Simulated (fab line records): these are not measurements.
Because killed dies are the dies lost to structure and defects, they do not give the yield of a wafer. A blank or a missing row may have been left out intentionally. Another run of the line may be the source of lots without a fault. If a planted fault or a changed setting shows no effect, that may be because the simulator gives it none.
Commonality check across tools || flow nand harc || 1 lot, 3 wafers sampled

== WHAT PROMPTED THE OPENING ==
At NHARC_END_SORT_01 the reading killed at periphery is flagged on 1 of 1 lot. Fault-free wafers read 4, with a standard deviation of 3.1.
Rule: a lot is flagged when every wafer of it that has a number lies more than 4 standard deviations from that mean, or none has a number. The rest of the lots are taken to be sound.

{"lot": "L537", "measured": "day 27 20:19", "on": "prober-02", "killed at periphery, wafer by wafer": "622 622 624", "flag": "FLAGGED"}
Flagged lots average 623: +619 relative to the usual, that is +99 or more standard deviations.

== WHICH TOOL EACH LOT WENT THROUGH ==
Before the reading, the record contains 3 process steps out of a 1302-step route. In each cell: the tool, then ch and the chambers that the sampled wafers went through, then the start.
{"lot": "L537", "flag": "FLAGGED", "NHARC_P_ZERO_WELL_ETCH_63": "rie si-04 ch 0,1,2, day 4 09:43", "NHARC_P_ZERO_WELL_EXPOSE_34": "krf scanner-01 ch 0, day 4 14:31", "NHARC_P_GATE_DEP_103": "no row"}
What the steps here do:
- NHARC_P_ZERO_WELL_ETCH_63: etches the open film in HBr/Cl2, target depth 120 nm, time 40.1 s.
- NHARC_P_ZERO_WELL_EXPOSE_34: exposes mask P PWELL, target cd 720 nm.
- NHARC_P_GATE_DEP_103: deposits SiON, target thk 30 nm.
- NHARC_END_SORT_01

== FLAGGED OVER TOTAL, TOOL BY TOOL (the gauges that took the reading come last) ==
{"step": "NHARC_P_ZERO_WELL_ETCH_63", "tool": "rie si-04", "lots run": 1, "flagged": 1, "share of the flagged lots": "all", "sound lots run after its first flagged lot": 0}
{"step": "NHARC_P_ZERO_WELL_EXPOSE_34", "tool": "krf scanner-01", "lots run": 1, "flagged": 1, "share of the flagged lots": "all", "sound lots run after its first flagged lot": 0}
{"step": "NHARC_END_SORT_01", "tool": "prober-02", "lots run": 1, "flagged": 1, "share of the flagged lots": "all", "sound lots run after its first flagged lot": 0}

== WHAT IS ALLOWED BY THE TABLE ==
rie si-04 at NHARC_P_ZERO_WELL_ETCH_63, krf scanner-01 at NHARC_P_ZERO_WELL_EXPOSE_34 and prober-02 at NHARC_END_SORT_01: these 3 rows of the table ran every flagged lot.
- rie si-04 at NHARC_P_ZERO_WELL_ETCH_63: 1 of its 1 lot flagged. No sound lot ran on it before its first flagged lot in this sample; the start therefore can't be narrowed down.
- krf scanner-01 at NHARC_P_ZERO_WELL_EXPOSE_34: 1 of its 1 lot flagged. No sound lot ran on it before its first flagged lot in this sample; the start therefore can't be narrowed down.
- prober-02 at NHARC_END_SORT_01: 1 of its 1 lot flagged. No sound lot ran on it before its first flagged lot in this sample; the start therefore can't be narrowed down.
Counting lots can't tell these 3 tools apart, because each fits a fault that began at some hour. More lots, or a look at what each step does to the wafer, might.

== WHAT THE SIMULATOR PUT IN ==
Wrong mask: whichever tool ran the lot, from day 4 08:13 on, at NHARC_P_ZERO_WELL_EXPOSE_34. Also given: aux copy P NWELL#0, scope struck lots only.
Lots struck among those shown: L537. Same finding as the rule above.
